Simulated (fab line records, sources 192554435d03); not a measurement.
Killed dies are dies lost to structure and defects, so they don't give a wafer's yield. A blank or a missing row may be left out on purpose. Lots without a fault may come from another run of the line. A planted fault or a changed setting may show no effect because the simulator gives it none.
Chamber matching | flow n5_finfet | N5_BEOL_M0_STRIP_140 on rie_diel-04: 4 sister chambers
The step strips in CF4. 8 wafers are shown with their chamber, then 9 later ones without.

WAFERS WITH THEIR CHAMBER
wafer  | chamber | drypump_motor_current_A (A) | oes_product_au (a.u.)
L077.6 | 0       | 5.9                         | 0.71
L075.3 | 3       | 5.6                         | 0.71
L079.1 | 3       | 5.6                         | 0.71
L079.2 | 2       | 4.8                         | 0.90
L079.3 | 1       | 5.3                         | 0.70
L079.4 | 0       | 5.8                         | 0.70
L079.5 | 2       | 4.8                         | 0.88
L079.6 | 1       | 5.3                         | 0.71

WAFERS WITHOUT THEIR CHAMBER
wafer  | drypump_motor_current_A (A) | oes_product_au (a.u.)
L080.1 | 4.8                         | 0.89
L080.4 | 5.9                         | 0.70
L080.6 | 4.8                         | 0.89
L084.1 | 4.8                         | 0.85
L084.5 | 5.6                         | 0.69
L084.6 | 5.9                         | 0.69
L093.1 | 5.6                         | 0.69
L093.2 | 5.8                         | 0.68
L093.3 | 4.8                         | 0.84

WHICH CHAMBER EACH WENT THROUGH
wafer  | from the rows above | in truth
L080.1 | 2                   | 2
L080.4 | 0                   | 0
L080.6 | 2                   | 2
L084.1 | 2                   | 2
L084.5 | 3                   | 3
L084.6 | 0                   | 0
L093.1 | 3                   | 3
L093.2 | 0                   | 0
L093.3 | 2                   | 2
Placed correctly: 9 of 9. Can't be placed from these rows: 0. Placed wrongly: 0.
How it was worked out, from the rows above alone: a wafer's distance from a chamber is the root of the sum, over the readings, of the square of ((its reading less the chamber's mean) divided by the reading's scatter). The wafer belongs to the nearest chamber; if the next one is less than 2 further off, it can't be placed. A chamber's mean is the mean of its shown wafers. The scatter: the root of (the sum of the squares of (reading less its chamber's mean) over the shown wafers, divided by (wafers less chambers)).
